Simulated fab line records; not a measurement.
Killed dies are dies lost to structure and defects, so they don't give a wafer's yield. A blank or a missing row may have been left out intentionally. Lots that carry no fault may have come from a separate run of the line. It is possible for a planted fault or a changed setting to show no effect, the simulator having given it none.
Which tool was responsible? + flow nand harc + 39 wafers from 13 lots sampled at 6 of the route's 1302 steps

== WHAT THE GAUGES SHOWED, per wafer ==
NHARC_A_ONON_D2_THK_MEAS_14: measures by ellipsometry. Usual: 998 nm for thk nm, sd 9.2.
| lot  | measured     | on            | thk nm (nm)                   | flag |
|------|--------------|---------------|-------------------------------|------|
| L117 | day 12 14:46 | film metro-01 | 1008 1009 1007                |      |
| L118 | day 12 21:43 | film metro-02 | 1011 1009 1012                |      |
| L120 | day 13 19:35 | film metro-01 | 1002 1002 1001                |      |
| L122 | day 14 09:38 | film metro-01 | 1002 1003 1003                |      |
| L124 | day 15 20:20 | film metro-01 | 994 995 995                   |      |
| L125 | day 15 20:17 | film metro-02 | 996 998 995                   |      |
| L126 | day 16 06:12 | film metro-02 | 1012 1011 1012                |      |
| L129 | day 17 09:10 | film metro-01 | 1009 1011 1011                |      |
| L134 | day 19 13:21 | film metro-01 | 1515 1516 1515 1514 1515 1514 | OFF  |
| L135 | day 20 01:54 | film metro-01 | 1482 1485 1482 1482 1483 1483 | OFF  |
| L138 | day 21 12:05 | film metro-02 | 994 994 995                   |      |
| L140 | day 21 11:43 | film metro-01 | 1005 1005 1007                |      |
| L139 | day 21 11:55 | film metro-01 | 981 980 979                   |      |

NHARC_A_ONON_D2_THK_MEAS_30: measures by ellipsometry. Usual: 998 nm for thk nm, sd 9.9.
| lot  | measured     | on            | thk nm (nm)    | flag |
|------|--------------|---------------|----------------|------|
| L117 | day 13 00:22 | film metro-01 | 998 1000 1001  |      |
| L118 | day 13 07:57 | film metro-01 | 1001 1002 1003 |      |
| L120 | day 14 05:44 | film metro-02 | 1012 1012 1011 |      |
| L122 | day 14 20:04 | film metro-01 | 1005 1005 1003 |      |
| L124 | day 16 05:58 | film metro-01 | 999 997 995    |      |
| L125 | day 16 05:57 | film metro-02 | 1001 1001 1001 |      |
| L126 | day 16 19:41 | film metro-01 | 995 995 995    |      |
| L129 | day 17 22:12 | film metro-01 | 993 994 993    |      |
| L138 | day 21 22:43 | film metro-01 | 1002 1001 1001 |      |
| L140 | day 21 22:23 | film metro-02 | 997 996 996    |      |
| L139 | day 21 22:20 | film metro-01 | 984 983 983    |      |

NHARC_END_SORT_01. Usual: defect limited yield 91.5 %, standard deviation 2.7; killed at array 52, standard deviation 19; killed at other 0.9, standard deviation 1.3; killed at periphery 4, standard deviation 3.1; killed dies 57, standard deviation 18; killed open 3.2, standard deviation 1.7; killed short 2.3, standard deviation 1.4; sort_bin_2_pct 2.9 %, standard deviation 1.2; sort_bin_3_pct 0.6 %, standard deviation 0.42; sort_bin_4_pct 4.9 %, standard deviation 1.5; sort n pass 620, standard deviation 18; sort rim yield pct 93 %, standard deviation 4.3; sort yield pct 91.5 %, standard deviation 2.7.
| lot  | measured     | on        | defect limited yield (%) | killed at array | killed at other | killed at periphery | killed dies | killed open | killed short | sort_bin_2_pct (%) | sort_bin_3_pct (%) | sort_bin_4_pct (%) | sort n pass | sort rim yield pct (%) | sort yield pct (%) | flag |
|------|--------------|-----------|--------------------------|-----------------|-----------------|---------------------|-------------|-------------|--------------|--------------------|--------------------|--------------------|-------------|------------------------|--------------------|------|
| L117 | day 24 17:38 | prober-02 | 93.5 92.6 93.4           | 35 46 37        | 0 0 0           | 9 4 8               | 44 50 45    | 4 5 1       | 0 1 2        | 2.5 2.5 2.4        | 0.1 0.1 0.4        | 3.8 4.7 3.8        | 633 627 632 | 93 90 94               | 93.5 92.6 93.4     |      |
| L118 | day 25 00:32 | prober-01 | 89.5 91.1 87.0           | 64 52 82        | 1 0 1           | 6 8 5               | 71 60 88    | 4 2 1       | 2 2 2        | 3.2 3.1 4.7        | 0.7 0.6 1.3        | 6.5 5.2 6.9        | 606 617 589 | 93 92 98               | 89.5 91.1 87.0     |      |
| L120 | day 26 03:43 | prober-01 | 91.0 91.6 91.1           | 52 50 53        | 0 2 2           | 9 5 5               | 61 57 60    | 4 1 2       | 0 2 6        | 3.8 3.1 3.5        | 0.9 1.2 0.4        | 4.3 4.1 4.9        | 616 620 617 | 97 88 98               | 91.0 91.6 91.1     |      |
| L122 | day 26 05:19 | prober-02 | 93.6 94.2 93.6           | 41 37 41        | 1 0 0           | 1 2 2               | 43 39 43    | 4 5 9       | 1 2 0        | 1.3 1.6 1.9        | 1.0 0.6 0.4        | 4.0 3.5 4.0        | 634 638 634 | 97 84 91               | 93.6 94.2 93.6     |      |
| L124 | day 27 23:11 | prober-02 | 90.1 90.7 90.8           | 60 55 57        | 5 4 3           | 2 4 2               | 67 63 62    | 1 3 5       | 3 2 2        | 4.4 2.8 3.8        | 0.4 0.7 0.9        | 5.0 5.8 4.4        | 610 614 615 | 97 95 98               | 90.1 90.7 90.8     |      |
| L125 | day 28 14:03 | prober-01 | 95.0 91.6 95.9           | 30 49 24        | 2 1 1           | 2 7 3               | 34 57 28    | 3 4 5       | 3 1 2        | 1.9 2.7 1.6        | 0.1 0.3 0.3        | 3.0 5.5 2.2        | 643 620 649 | 87 97 93               | 95.0 91.6 95.9     |      |
| L126 | day 28 07:06 | prober-01 | 93.1 92.2 92.9           | 44 50 45        | 0 0 1           | 3 3 2               | 47 53 48    | 2 2 3       | 3 3 5        | 1.9 2.8 2.4        | 1.2 0.4 0.3        | 3.8 4.6 4.4        | 630 624 629 | 91 87 89               | 93.1 92.2 92.9     |      |
| L129 | day 29 00:25 | prober-02 | 96.9 96.9 96.5           | 17 20 21        | 0 0 0           | 4 1 3               | 21 21 24    | 3 1 3       | 3 4 2        | 0.9 1.2 1.8        | 0.3 0.3 0.1        | 1.9 1.6 1.6        | 656 656 653 | 96 98 95               | 96.9 96.9 96.5     |      |
| L138 | day 33 16:25 | prober-01 | 89.1 90.8 91.0           | 73 59 58        | 0 1 0           | 1 2 3               | 74 62 61    | 3 4 4       | 3 1 1        | 3.4 3.0 3.7        | 1.2 1.3 0.4        | 6.4 4.9 4.9        | 603 615 616 | 90 90 86               | 89.1 90.8 91.0     |      |
| L140 | day 33 13:43 | prober-02 | 92.6 90.8 93.9           | 45 57 36        | 2 4 2           | 3 1 3               | 50 62 41    | 1 2 4       | 1 2 4        | 2.4 1.9 1.5        | 0.3 0.9 0.6        | 4.7 6.4 4.0        | 627 615 636 | 92 97 89               | 92.6 90.8 93.9     |      |
| L139 | day 34 01:47 | prober-01 | 94.7 91.3 91.7           | 34 55 53        | 2 2 1           | 0 2 2               | 36 59 56    | 5 2 3       | 2 4 2        | 1.9 1.3 3.0        | 0.3 1.6 0.1        | 3.1 5.8 5.2        | 641 618 621 | 90 97 98               | 94.7 91.3 91.7     |      |

== WHAT TOOL EACH LOT RAN ON (gives the tool, then ch and the chambers of the sampled wafers, and finally the start) ==
| lot  | NHARC_A_DECK1_JOINT_ETCHBACK_07  | NHARC_A_DECK1_JOINT_CMP_02    | NHARC_A_ONON_D2_DEP_12           |
|------|----------------------------------|-------------------------------|----------------------------------|
| L117 | rie si-02 ch 0,1,2, day 10 22:20 | cmp-02 ch 0,1,3, day 12 11:14 | pecvd onon-03 ch 0, day 12 14:19 |
| L118 | rie si-02 ch 0,1,2, day 11 11:58 | cmp-01 ch 1,2,3, day 12 18:11 | pecvd onon-04 ch 0, day 12 21:13 |
| L120 | rie si-02 ch 0,1,2, day 12 02:56 | cmp-01 ch 0,1,3, day 13 15:57 | pecvd onon-02 ch 0, day 13 19:04 |
| L122 | rie si-03 ch 0,1,3, day 12 16:40 | cmp-02 ch 0,1,3, day 14 06:07 | pecvd onon-02 ch 0, day 14 09:15 |
| L124 | rie si-02 ch 1,2,3, day 14 06:49 | cmp-03 ch 0,1,2, day 15 16:48 | pecvd onon-04 ch 0, day 15 19:50 |
| L125 | rie si-03 ch 1,3, day 14 06:50   | cmp-02 ch 2,3, day 15 16:45   | pecvd onon-02 ch 0, day 15 19:47 |
| L126 | rie si-02 ch 0,1,2, day 14 15:36 | cmp-01 ch 0,1,2, day 16 02:40 | pecvd onon-04 ch 0, day 16 05:45 |
| L129 | rie si-05 ch 0,1,2, day 15 18:32 | cmp-01 ch 0,1,2, day 17 05:37 | pecvd onon-03 ch 0, day 17 08:39 |
| L134 | rie si-05 ch 1,3, day 18 00:29   | cmp-03 ch 1,2, day 19 09:48   | pecvd onon-02 ch 0, day 19 12:50 |
| L135 | rie si-05 ch 0,2, day 18 07:49   | cmp-03 ch 0,1,2, day 19 22:14 | pecvd onon-02 ch 0, day 20 01:26 |
| L138 | rie si-05 ch 0,3, day 19 18:47   | cmp-02 ch 0,1,2, day 21 08:20 | pecvd onon-04 ch 0, day 21 11:34 |
| L140 | rie si-05 ch 0,2,3, day 20 01:23 | cmp-02 ch 0,1,2, day 21 08:12 | pecvd onon-04 ch 0, day 21 11:16 |
| L139 | rie si-03 ch 0,1,2, day 20 01:24 | cmp-01 ch 0,2,3, day 21 08:14 | pecvd onon-03 ch 0, day 21 11:25 |
- NHARC_A_DECK1_JOINT_ETCHBACK_07: etches the open film in HBr, target depth 105 nm, time 26.9 s.
- NHARC_A_DECK1_JOINT_CMP_02: polishes SiOx.
- NHARC_A_ONON_D2_DEP_12: target thk 1000 nm.

== AS READ BY THE TOOLS THEMSELVES (means over the sampled wafers that have a number; for cases with no such wafer, the mark the record gives instead) ==
NHARC_A_DECK1_JOINT_ETCHBACK_07. Usual: drypump motor current A 6.1 A, standard deviation 0.41; oes product au 1.006 a.u., standard deviation 0.0088; throttle valve pct 23.268 %, standard deviation 0.0093.
| lot  | tool      | drypump motor current A (A) | oes product au (a.u.) | throttle valve pct (%) | flag |
|------|-----------|-----------------------------|-----------------------|------------------------|------|
| L117 | rie si-02 | 5.8                         | 1.005                 | 23.263                 |      |
| L118 | rie si-02 | 5.8                         | 1.008                 | 23.266                 |      |
| L120 | rie si-02 | 5.7                         | 1.006                 | 23.262                 |      |
| L122 | rie si-03 | 6.2                         | 1.010                 | 23.266                 |      |
| L124 | rie si-02 | 6.3                         | 1.012                 | 23.272                 |      |
| L125 | rie si-03 | 6.2                         | 0.999                 | 23.269                 |      |
| L126 | rie si-02 | 5.7                         | 1.005                 | 23.268                 |      |
| L129 | rie si-05 | 6.2                         | 1.013                 | 23.264                 |      |
| L134 | rie si-05 | 5.9                         | 1.001                 | 23.273                 |      |
| L135 | rie si-05 | 6.4                         | 1.005                 | 23.258                 |      |
| L138 | rie si-05 | 6.3                         | 1.001                 | 23.269                 |      |
| L140 | rie si-05 | 6.3                         | 1.019                 | 23.268                 |      |
| L139 | rie si-03 | 6.1                         | 0.990                 | 23.268                 |      |

NHARC_A_DECK1_JOINT_CMP_02. Usual: 11.6 A for motor current A, sd 1.1.
| lot  | tool   | motor current A (A) | flag |
|------|--------|---------------------|------|
| L117 | cmp-02 | 10.7                |      |
| L118 | cmp-01 | 11.7                |      |
| L120 | cmp-01 | 12.1                |      |
| L122 | cmp-02 | 10.8                |      |
| L124 | cmp-03 | 11.9                |      |
| L125 | cmp-02 | 10.9                |      |
| L126 | cmp-01 | 12.5                |      |
| L129 | cmp-01 | 11.9                |      |
| L134 | cmp-03 | 12.5                |      |
| L135 | cmp-03 | 11.9                |      |
| L138 | cmp-02 | 11.2                |      |
| L140 | cmp-02 | 11.5                |      |
| L139 | cmp-01 | 12.0                |      |

== THE ANSWER, worked out from the rows above alone ==
Rule: take the mean of a lot's wafers that have a number; if it is more than 3 standard deviations from the usual mean, the lot is off. A lot without any number at a reading at which 4 lots or more have one is off too. All remaining lots with rows at the step are treated as sound. The gauges are gone through in route order, then the tools' own readings, and for those a lot's mean is taken as printed above. At the first step where some lot is off, the reading lying furthest off is the one used; lots without a number count as furthest.
Off: L134, L135 (NHARC_A_ONON_D2_THK_MEAS_14, thk nm).
A tool fits if, at a process step before that reading, it ran every lot that is off, and no sound lot after the first of them. Those tools and the gauges at NHARC_A_ONON_D2_THK_MEAS_14 are tried in the same way. This does not decide it: 2 tools fit, namely cmp-03 at NHARC_A_DECK1_JOINT_CMP_02 and pecvd onon-02 at NHARC_A_ONON_D2_DEP_12.

== WHAT THE SIMULATOR HAD PUT IN ==
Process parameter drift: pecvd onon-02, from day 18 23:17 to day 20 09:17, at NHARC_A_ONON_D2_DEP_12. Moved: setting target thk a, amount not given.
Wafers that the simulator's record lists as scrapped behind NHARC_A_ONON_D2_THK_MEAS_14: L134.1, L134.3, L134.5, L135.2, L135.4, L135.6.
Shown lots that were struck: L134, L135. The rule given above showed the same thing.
